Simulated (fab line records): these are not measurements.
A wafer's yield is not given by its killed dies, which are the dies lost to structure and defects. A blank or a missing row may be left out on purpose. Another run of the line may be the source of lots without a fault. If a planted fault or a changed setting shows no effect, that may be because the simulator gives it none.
fab line records || flow nandHarc
record: {"lots": 5, "wafers": 15, "lastDay": 32}
route steps=1302 shown P_GATE@170
lots that met no fault: from a run of the same line without faults
startH: the number of hours between the record's first day and the start of the first shown wafer of the lot || waitH: hours from the lot's prior step to this one || " unchanged from the row above || L1.1+2: a single row standing in for several wafers || - either no value or no given start || * or withheld: withheld || < > ~ a bound
route shown NAME@n: NAME is a module with steps in the file, n the number in the route of the first one || usual: mean/standard deviation of fault-free wafers || same: alike in all rows || chamber/n: place in a boat || sites: each site's reading || _std_site: their standard deviation || _edge_site: the outer-site mean with the inner-site mean subtracted || radiusMm: for every site, how far away it sits from the centre of the wafer || mask NAME#n: copy n || behind: the tool/chamber that last shaped the wafer || hold: the reason the lot was held/the length of the hold in hours/how it ended || device: which transistor (n, p or np) failed to switch || end of line: the route-end tests of the same wafers || for a step that has no rows: nothing shown but its recipe || killed: not the wafer's yield, but the dies lost to structure and defects at the first sort || map: a wafer's dies, x killed, . not, _ none there
set.NAME: setting as actually run; set.NAME@STEP: the setting as run at that earlier step || model.NAME: the simulator's own value behind a step, which no gauge read
certain route steps with their lots: each step a table, each wafer a row
services: a tool's chamber out of use, with start hour (startH, from the record's first day; less than 0 if before it), hours out, and reason
== steps ==
step: NHARC_P_GATE_CD_MEAS_46
recipe: {"targetCdNm": 720, "landingEnergyEv": 500}
usual: {"cdNm": "719.9/1.8"}
{"lot.wafer": "L329.1", "tool": "cdSem-01", "chamber": 0, "startH": 131.35, "waitH": "-", "cdNm": 718.1}
{"lot.wafer": "L329.2", "tool": "cdSem-01", "chamber": 0, "startH": 131.35, "waitH": "-", "cdNm": 720.1}
{"lot.wafer": "L329.4", "tool": "cdSem-01", "chamber": 0, "startH": 131.35, "waitH": "-", "cdNm": 720.9}
{"lot.wafer": "L331.1", "tool": "cdSem-03", "chamber": 0, "startH": 159.47, "waitH": "-", "cdNm": 721.9}
{"lot.wafer": "L331.4", "tool": "cdSem-03", "chamber": 0, "startH": 159.47, "waitH": "-", "cdNm": 721.1}
{"lot.wafer": "L331.6", "tool": "cdSem-03", "chamber": 0, "startH": 159.47, "waitH": "-", "cdNm": 720.4}
{"lot.wafer": "L341.1", "tool": "cdSem-03", "chamber": 0, "startH": 253.83, "waitH": "-", "cdNm": 719.8}
{"lot.wafer": "L341.3", "tool": "cdSem-03", "chamber": 0, "startH": 253.83, "waitH": "-", "cdNm": 721.3}
{"lot.wafer": "L341.4", "tool": "cdSem-03", "chamber": 0, "startH": 253.83, "waitH": "-", "cdNm": 720.4}
{"lot.wafer": "L344.1", "tool": "cdSem-01", "chamber": 0, "startH": 274.59, "waitH": "-", "cdNm": 723.8}
{"lot.wafer": "L344.3", "tool": "cdSem-01", "chamber": 0, "startH": 274.59, "waitH": "-", "cdNm": 722.5}
{"lot.wafer": "L344.6", "tool": "cdSem-01", "chamber": 0, "startH": 274.59, "waitH": "-", "cdNm": 722.2}
{"lot.wafer": "L345.2", "tool": "cdSem-02", "chamber": 0, "startH": 294.97, "waitH": "-", "cdNm": 720.4}
{"lot.wafer": "L345.3", "tool": "cdSem-02", "chamber": 0, "startH": 294.97, "waitH": "-", "cdNm": 718.0}
{"lot.wafer": "L345.4", "tool": "cdSem-02", "chamber": 0, "startH": 294.97, "waitH": "-", "cdNm": 721.9}
step: NHARC_P_GATE_HARDBAKE_47
recipe: {"tempC": 125, "timeS": 80}
step: NHARC_P_GATE_DESCUM_48
recipe: {"timeS": 3, "o2FlowSccm": 200, "arFlowSccm": 0, "biasPowerW": 0, "chemistry": "O2"}
usual: {"drypumpMotorCurrentA": "5.4/0.46", "oesProductAu": "0.996/0.009", "rfVppV": "57.7/0.94", "showerheadPlenumPTorr": "1.91/0.094", "throttleValvePct": "11.311/0.0089"}
same: {"biasPowerW": 0}
{"lot.wafer": "L329.4", "tool": "rieDiel-13", "chamber": 3, "startH": 131.51, "waitH": "-", "drypumpMotorCurrentA": 5.5, "oesProductAu": 0.993, "rfHoursCounterH": 7, "rfVppV": 58.4, "showerheadPlenumPTorr": 2.03, "throttleValvePct": 11.301}
{"lot.wafer": "L329.2", "tool": "rieDiel-13", "chamber": 1, "startH": 131.51, "waitH": "-", "drypumpMotorCurrentA": 4.7, "oesProductAu": 1.001, "rfHoursCounterH": 8, "rfVppV": 57.6, "showerheadPlenumPTorr": 1.79, "throttleValvePct": 11.322}
{"lot.wafer": "L329.1", "tool": "rieDiel-13", "chamber": 2, "startH": 131.51, "waitH": "-", "drypumpMotorCurrentA": 4.9, "oesProductAu": 0.997, "rfHoursCounterH": 6, "rfVppV": 57.6, "showerheadPlenumPTorr": 1.96, "throttleValvePct": 11.311}
{"lot.wafer": "L331.4", "tool": "rieDiel-13", "chamber": 0, "startH": 159.65, "waitH": "-", "drypumpMotorCurrentA": 5.8, "oesProductAu": 0.996, "rfHoursCounterH": 9, "rfVppV": 57.5, "showerheadPlenumPTorr": 1.89, "throttleValvePct": 11.307}
{"lot.wafer": "L331.1", "tool": "rieDiel-13", "chamber": 1, "startH": 159.65, "waitH": "-", "drypumpMotorCurrentA": 4.7, "oesProductAu": 0.999, "rfHoursCounterH": 10, "rfVppV": 57.4, "showerheadPlenumPTorr": 1.79, "throttleValvePct": 11.320}
{"lot.wafer": "L331.6", "tool": "rieDiel-13", "chamber": 3, "startH": 159.65, "waitH": "-", "drypumpMotorCurrentA": 5.5, "oesProductAu": 0.991, "rfHoursCounterH": "-", "rfVppV": 57.9, "showerheadPlenumPTorr": 2.03, "throttleValvePct": 11.318}
{"lot.wafer": "L341.3", "tool": "rieDiel-03", "chamber": 2, "startH": 253.99, "waitH": "-", "drypumpMotorCurrentA": 5.1, "oesProductAu": 0.994, "rfHoursCounterH": 8, "rfVppV": 59.2, "showerheadPlenumPTorr": 2.04, "throttleValvePct": 11.311}
{"lot.wafer": "L341.1", "tool": "rieDiel-03", "chamber": 3, "startH": 253.99, "waitH": "-", "drypumpMotorCurrentA": 4.9, "oesProductAu": 0.984, "rfHoursCounterH": 6, "rfVppV": 59.2, "showerheadPlenumPTorr": 1.94, "throttleValvePct": 11.327}
{"lot.wafer": "L341.4", "tool": "rieDiel-03", "chamber": 1, "startH": 253.99, "waitH": "-", "drypumpMotorCurrentA": 5.1, "oesProductAu": 0.992, "rfHoursCounterH": 7, "rfVppV": 58.1, "showerheadPlenumPTorr": 1.87, "throttleValvePct": 11.321}
{"lot.wafer": "L344.3", "tool": "rieDiel-13", "chamber": 0, "startH": 274.77, "waitH": "-", "drypumpMotorCurrentA": 5.8, "oesProductAu": 0.991, "rfHoursCounterH": 5, "rfVppV": 57.1, "showerheadPlenumPTorr": 1.88, "throttleValvePct": 11.318}
{"lot.wafer": "L344.1", "tool": "rieDiel-13", "chamber": 1, "startH": 274.77, "waitH": "-", "drypumpMotorCurrentA": 4.7, "oesProductAu": 0.996, "rfHoursCounterH": 5, "rfVppV": 58.6, "showerheadPlenumPTorr": 1.79, "throttleValvePct": 11.321}
{"lot.wafer": "L344.6", "tool": "rieDiel-13", "chamber": 2, "startH": 274.77, "waitH": "-", "drypumpMotorCurrentA": 4.9, "oesProductAu": 1.003, "rfHoursCounterH": "-", "rfVppV": 58.2, "showerheadPlenumPTorr": 1.95, "throttleValvePct": 11.317}
{"lot.wafer": "L345.4", "tool": "rieDiel-06", "chamber": 0, "startH": 295.12, "waitH": "-", "drypumpMotorCurrentA": 5.6, "oesProductAu": 0.994, "rfHoursCounterH": 10, "rfVppV": 57.9, "showerheadPlenumPTorr": 1.96, "throttleValvePct": 11.310}
{"lot.wafer": "L345.3", "tool": "rieDiel-06", "chamber": 1, "startH": 295.12, "waitH": "-", "drypumpMotorCurrentA": 5.5, "oesProductAu": 0.989, "rfHoursCounterH": 11, "rfVppV": 55.6, "showerheadPlenumPTorr": 1.78, "throttleValvePct": 11.308}
{"lot.wafer": "L345.2", "tool": "rieDiel-06", "chamber": 2, "startH": 295.12, "waitH": "-", "drypumpMotorCurrentA": 5.2, "oesProductAu": 0.983, "rfHoursCounterH": 10, "rfVppV": 57.9, "showerheadPlenumPTorr": 1.83, "throttleValvePct": 11.313}
step: NHARC_P_GATE_IMPLANT_49
recipe: {"energyKev": 30, "doseCm2": 3e+15, "tiltDeg": 7}
step: NHARC_P_GATE_STRIP_111
recipe: {"powerW": 1500, "tempC": 110, "timeS": 250, "chemistry": "N2/H2"}
usual: {"drypumpMotorCurrentA": "6.1/0.64", "heaterPowerW": "86/9.3"}
{"lot.wafer": "L329.1", "tool": "plasmaAsher-01", "chamber": 1, "startH": 131.88, "waitH": 0.2, "drypumpMotorCurrentA": 6.3, "heaterPowerW": 94, "rfHoursCounterH": 25}
{"lot.wafer": "L329.2", "tool": "plasmaAsher-01", "chamber": 0, "startH": 131.88, "waitH": 0.2, "drypumpMotorCurrentA": 6.6, "heaterPowerW": 75, "rfHoursCounterH": 25}
{"lot.wafer": "L329.4", "tool": "plasmaAsher-01", "chamber": 1, "startH": 131.88, "waitH": 0.2, "drypumpMotorCurrentA": 6.2, "heaterPowerW": 94, "rfHoursCounterH": "-"}
{"lot.wafer": "L331.1", "tool": "plasmaAsher-01", "chamber": 0, "startH": 160.07, "waitH": 0.3, "drypumpMotorCurrentA": 6.5, "heaterPowerW": 76, "rfHoursCounterH": 31}
{"lot.wafer": "L331.4", "tool": "plasmaAsher-01", "chamber": 1, "startH": 160.07, "waitH": 0.3, "drypumpMotorCurrentA": 6.3, "heaterPowerW": 97, "rfHoursCounterH": "-"}
{"lot.wafer": "L331.6", "tool": "plasmaAsher-01", "chamber": 1, "startH": 160.07, "waitH": 0.3, "drypumpMotorCurrentA": 6.2, "heaterPowerW": 96, "rfHoursCounterH": "-"}
{"lot.wafer": "L341.1", "tool": "plasmaAsher-01", "chamber": 1, "startH": 254.69, "waitH": 0.5, "drypumpMotorCurrentA": 6.3, "heaterPowerW": 90, "rfHoursCounterH": 17}
{"lot.wafer": "L341.4", "tool": "plasmaAsher-01", "chamber": 1, "startH": 254.69, "waitH": 0.5, "drypumpMotorCurrentA": 6.2, "heaterPowerW": 89, "rfHoursCounterH": "-"}
{"lot.wafer": "L341.3", "tool": "plasmaAsher-01", "chamber": 0, "startH": 254.69, "waitH": 0.5, "drypumpMotorCurrentA": 6.5, "heaterPowerW": 77, "rfHoursCounterH": "-"}
{"lot.wafer": "L344.1", "tool": "plasmaAsher-01", "chamber": 0, "startH": 275.17, "waitH": 0.2, "drypumpMotorCurrentA": 6.6, "heaterPowerW": 76, "rfHoursCounterH": 23}
{"lot.wafer": "L344.3", "tool": "plasmaAsher-01", "chamber": 1, "startH": 275.17, "waitH": 0.2, "drypumpMotorCurrentA": 6.3, "heaterPowerW": 90, "rfHoursCounterH": "-"}
{"lot.wafer": "L344.6", "tool": "plasmaAsher-01", "chamber": 1, "startH": 275.17, "waitH": 0.2, "drypumpMotorCurrentA": 6.3, "heaterPowerW": 92, "rfHoursCounterH": "-"}
{"lot.wafer": "L345.2", "tool": "plasmaAsher-01", "chamber": 1, "startH": 295.54, "waitH": 0.2, "drypumpMotorCurrentA": 6.2, "heaterPowerW": 90, "rfHoursCounterH": 27}
{"lot.wafer": "L345.3", "tool": "plasmaAsher-01", "chamber": 0, "startH": 295.54, "waitH": 0.2, "drypumpMotorCurrentA": 6.6, "heaterPowerW": 77, "rfHoursCounterH": "-"}
{"lot.wafer": "L345.4", "tool": "plasmaAsher-01", "chamber": 1, "startH": 295.54, "waitH": 0.2, "drypumpMotorCurrentA": 6.2, "heaterPowerW": 92, "rfHoursCounterH": "-"}
step: NHARC_P_GATE_STRIP_75
recipe: {"powerW": 1500, "tempC": 250, "chemistry": "O2"}
usual: {"drypumpMotorCurrentA": "6.1/0.64", "heaterPowerW": "321/35"}
{"lot.wafer": "L329.1", "tool": "plasmaAsher-01", "chamber": 1, "startH": 132.18, "waitH": 0.3, "drypumpMotorCurrentA": 6.2, "heaterPowerW": 355, "rfHoursCounterH": 25}
{"lot.wafer": "L329.2", "tool": "plasmaAsher-01", "chamber": 0, "startH": 132.18, "waitH": 0.3, "drypumpMotorCurrentA": 6.6, "heaterPowerW": 284, "rfHoursCounterH": 25}
{"lot.wafer": "L329.4", "tool": "plasmaAsher-01", "chamber": 1, "startH": 132.18, "waitH": 0.3, "drypumpMotorCurrentA": 6.2, "heaterPowerW": 365, "rfHoursCounterH": "-"}
{"lot.wafer": "L331.1", "tool": "plasmaAsher-01", "chamber": 0, "startH": 160.34, "waitH": 0.2, "drypumpMotorCurrentA": 6.6, "heaterPowerW": 282, "rfHoursCounterH": 31}
{"lot.wafer": "L331.4", "tool": "plasmaAsher-01", "chamber": 1, "startH": 160.34, "waitH": 0.2, "drypumpMotorCurrentA": 6.3, "heaterPowerW": 346, "rfHoursCounterH": "-"}
{"lot.wafer": "L331.6", "tool": "plasmaAsher-01", "chamber": 1, "startH": 160.34, "waitH": 0.2, "drypumpMotorCurrentA": 6.3, "heaterPowerW": 359, "rfHoursCounterH": "-"}
{"lot.wafer": "L341.1", "tool": "plasmaAsher-01", "chamber": 1, "startH": 254.99, "waitH": 0.3, "drypumpMotorCurrentA": 6.3, "heaterPowerW": 347, "rfHoursCounterH": 17}
{"lot.wafer": "L341.4", "tool": "plasmaAsher-01", "chamber": 1, "startH": 254.99, "waitH": 0.3, "drypumpMotorCurrentA": 6.3, "heaterPowerW": 346, "rfHoursCounterH": "-"}
{"lot.wafer": "L341.3", "tool": "plasmaAsher-01", "chamber": 0, "startH": 254.99, "waitH": 0.3, "drypumpMotorCurrentA": 6.5, "heaterPowerW": 287, "rfHoursCounterH": "-"}
{"lot.wafer": "L344.1", "tool": "plasmaAsher-01", "chamber": 0, "startH": 275.43, "waitH": 0.2, "drypumpMotorCurrentA": 6.6, "heaterPowerW": 283, "rfHoursCounterH": 24}
{"lot.wafer": "L344.3", "tool": "plasmaAsher-01", "chamber": 1, "startH": 275.43, "waitH": 0.2, "drypumpMotorCurrentA": 6.3, "heaterPowerW": 349, "rfHoursCounterH": "-"}
{"lot.wafer": "L344.6", "tool": "plasmaAsher-01", "chamber": 1, "startH": 275.43, "waitH": 0.2, "drypumpMotorCurrentA": 6.3, "heaterPowerW": 341, "rfHoursCounterH": "-"}
{"lot.wafer": "L345.2", "tool": "plasmaAsher-01", "chamber": 1, "startH": 295.81, "waitH": 0.2, "drypumpMotorCurrentA": 6.2, "heaterPowerW": 344, "rfHoursCounterH": 27}
{"lot.wafer": "L345.3", "tool": "plasmaAsher-01", "chamber": 0, "startH": 295.81, "waitH": 0.2, "drypumpMotorCurrentA": 6.6, "heaterPowerW": 277, "rfHoursCounterH": "-"}
{"lot.wafer": "L345.4", "tool": "plasmaAsher-01", "chamber": 1, "startH": 295.81, "waitH": 0.2, "drypumpMotorCurrentA": 6.3, "heaterPowerW": 338, "rfHoursCounterH": "-"}
step: NHARC_P_GATE_STRIP_50
recipe: {"timeS": 900, "tempC": 130, "chemistry": "SPM"}
step: NHARC_P_GATE_DEHYDRATE_51
recipe: {"tempC": 150, "timeS": 120}
step: NHARC_P_GATE_HMDS_52
recipe: {"timeS": 30}
step: NHARC_P_GATE_COAT_53
recipe: {"spinRpm": 3000}
step: NHARC_P_GATE_SOFTBAKE_54
recipe: {"tempC": 122, "timeS": 95}
step: NHARC_P_GATE_EBR_55
step: NHARC_P_GATE_EXPOSE_56
recipe: {"na": 0.6, "targetCdNm": 720, "doseMj": 14.81, "maskId": "P_PSD"}
{"lot.wafer": "L329.1+2+4", "tool": "krfScanner-03", "chamber": 0, "startH": 132.96, "waitH": "-", "mask": "P_PSD#0"}
{"lot.wafer": "L331.1+4+6", "tool": "krfScanner-01", "chamber": 0, "startH": 161.10, "waitH": "-", "mask": "P_PSD_R1#0"}
{"lot.wafer": "L341.1+3+4", "tool": "krfScanner-01", "chamber": 0, "startH": 255.76, "waitH": "-", "mask": "P_PSD#0"}
{"lot.wafer": "L344.1+3+6", "tool": "krfScanner-01", "chamber": 0, "startH": 276.06, "waitH": "-", "mask": "P_PSD#0"}
{"lot.wafer": "L345.2+3+4", "tool": "krfScanner-04", "chamber": 0, "startH": 296.57, "waitH": "-", "mask": "P_PSD#0"}
step: NHARC_P_GATE_PEB_57
recipe: {"pebTempC": 118, "pebTimeS": 85}
step: NHARC_P_GATE_DEVELOP_58
recipe: {"timeS": 70}
step: NHARC_P_GATE_CD_MEAS_59
recipe: {"targetCdNm": 720, "landingEnergyEv": 500}
usual: {"cdNm": "719.8/1.3"}
{"lot.wafer": "L329.1", "tool": "cdSem-01", "chamber": 0, "startH": 133.12, "waitH": "-", "cdNm": 719.5}
{"lot.wafer": "L329.2", "tool": "cdSem-01", "chamber": 0, "startH": 133.12, "waitH": "-", "cdNm": 721.8}
{"lot.wafer": "L329.4", "tool": "cdSem-01", "chamber": 0, "startH": 133.12, "waitH": "-", "cdNm": 718.8}
{"lot.wafer": "L331.1", "tool": "cdSem-01", "chamber": 0, "startH": 161.25, "waitH": "-", "cdNm": 693.5}
{"lot.wafer": "L331.4", "tool": "cdSem-01", "chamber": 0, "startH": 161.25, "waitH": "-", "cdNm": 696.0}
{"lot.wafer": "L331.6", "tool": "cdSem-01", "chamber": 0, "startH": 161.25, "waitH": "-", "cdNm": 695.8}
{"lot.wafer": "L341.1", "tool": "cdSem-03", "chamber": 0, "startH": 255.92, "waitH": "-", "cdNm": 718.1}
{"lot.wafer": "L341.3", "tool": "cdSem-03", "chamber": 0, "startH": 255.92, "waitH": "-", "cdNm": 719.8}
{"lot.wafer": "L341.4", "tool": "cdSem-03", "chamber": 0, "startH": 255.92, "waitH": "-", "cdNm": 718.9}
{"lot.wafer": "L344.1", "tool": "cdSem-02", "chamber": 0, "startH": 276.22, "waitH": "-", "cdNm": 720.7}
{"lot.wafer": "L344.3", "tool": "cdSem-02", "chamber": 0, "startH": 276.22, "waitH": "-", "cdNm": 720.3}
{"lot.wafer": "L344.6", "tool": "cdSem-02", "chamber": 0, "startH": 276.22, "waitH": "-", "cdNm": 718.6}
{"lot.wafer": "L345.2", "tool": "cdSem-02", "chamber": 0, "startH": 296.73, "waitH": "-", "cdNm": 721.8}
{"lot.wafer": "L345.3", "tool": "cdSem-02", "chamber": 0, "startH": 296.73, "waitH": "-", "cdNm": 721.1}
{"lot.wafer": "L345.4", "tool": "cdSem-02", "chamber": 0, "startH": 296.73, "waitH": "-", "cdNm": 722.1}
step: NHARC_P_GATE_HARDBAKE_60
recipe: {"tempC": 125, "timeS": 80}
== services ==
{"tool": "krfScanner-03", "chamber": "-", "startH": 117.84, "hours": 1.1, "kind": "repair"}
{"tool": "rieDiel-03", "chamber": "-", "startH": 126.35, "hours": 9.0, "kind": "pm"}
{"tool": "rieDiel-06", "chamber": "-", "startH": 130.20, "hours": 9.0, "kind": "pm"}
{"tool": "krfScanner-01", "chamber": "-", "startH": 138.59, "hours": 7.1, "kind": "repair"}
{"tool": "krfScanner-04", "chamber": "-", "startH": 138.87, "hours": 0.2, "kind": "repair"}
{"tool": "rieDiel-03", "chamber": 3, "startH": 153.56, "hours": 9.8, "kind": "repair"}
{"tool": "krfScanner-01", "chamber": "-", "startH": 155.11, "hours": 0.4, "kind": "repair"}
{"tool": "rieDiel-06", "chamber": 0, "startH": 158.18, "hours": 2.5, "kind": "repair"}
{"tool": "rieDiel-13", "chamber": "-", "startH": 165.00, "hours": 9.0, "kind": "pm"}
{"tool": "plasmaAsher-01", "chamber": "-", "startH": 165.54, "hours": 9.0, "kind": "pm"}
{"tool": "plasmaAsher-01", "chamber": 0, "startH": 165.54, "hours": 9.0, "kind": "ventCycle"}
{"tool": "rieDiel-06", "chamber": 2, "startH": 173.26, "hours": 16.1, "kind": "repair"}
{"tool": "rieDiel-13", "chamber": 0, "startH": 175.52, "hours": 3.4, "kind": "repair"}
{"tool": "rieDiel-06", "chamber": 0, "startH": 181.63, "hours": 3.9, "kind": "repair"}
{"tool": "krfScanner-04", "chamber": "-", "startH": 182.00, "hours": 4.0, "kind": "pm"}
{"tool": "krfScanner-03", "chamber": "-", "startH": 183.08, "hours": 0.5, "kind": "repair"}
{"tool": "krfScanner-01", "chamber": "-", "startH": 200.52, "hours": 2.0, "kind": "repair"}
{"tool": "rieDiel-03", "chamber": 3, "startH": 201.22, "hours": 13.0, "kind": "repair"}
{"tool": "rieDiel-06", "chamber": 3, "startH": 213.73, "hours": 5.2, "kind": "repair"}
{"tool": "krfScanner-03", "chamber": "-", "startH": 220.72, "hours": 1.7, "kind": "repair"}
{"tool": "krfScanner-03", "chamber": "-", "startH": 224.00, "hours": 4.0, "kind": "pm"}
{"tool": "rieDiel-13", "chamber": 2, "startH": 225.09, "hours": 21.4, "kind": "repair"}
{"tool": "rieDiel-03", "chamber": 2, "startH": 273.95, "hours": 14.5, "kind": "repair"}
{"tool": "krfScanner-04", "chamber": "-", "startH": 279.24, "hours": 0.9, "kind": "repair"}
== key ==
firstSign: {"step": "NHARC_P_GATE_EXPOSE_56", "reading": "mask", "direction": "changed"}
effect: {"step": "NHARC_P_GATE_CD_MEAS_59", "reading": "cdNm", "direction": "down", "sigmas": 18, "usual": 719.8, "struck": 695.1}
metAt NHARC_P_GATE_EXPOSE_56
struckWafers L331.1,L331.4,L331.6
testerLeftOut L331
fault: {"kind": "wrongMask", "tool": "any", "chamber": "-", "onsetH": 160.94, "steps": "NHARC_P_GATE_EXPOSE_56", "auxCopy": "P_PSD_R1#0", "cdOffsetNm": -25.357, "scope": "struckLotsOnly"}
testerLeftOut: of these lots the tester's yield and bins aren't shown, on N5 and GAA mostly nor the transistor test; their killed dies are dies lost to structure and defects alone, not to doping, threshold or leakage, so they don't give the yield
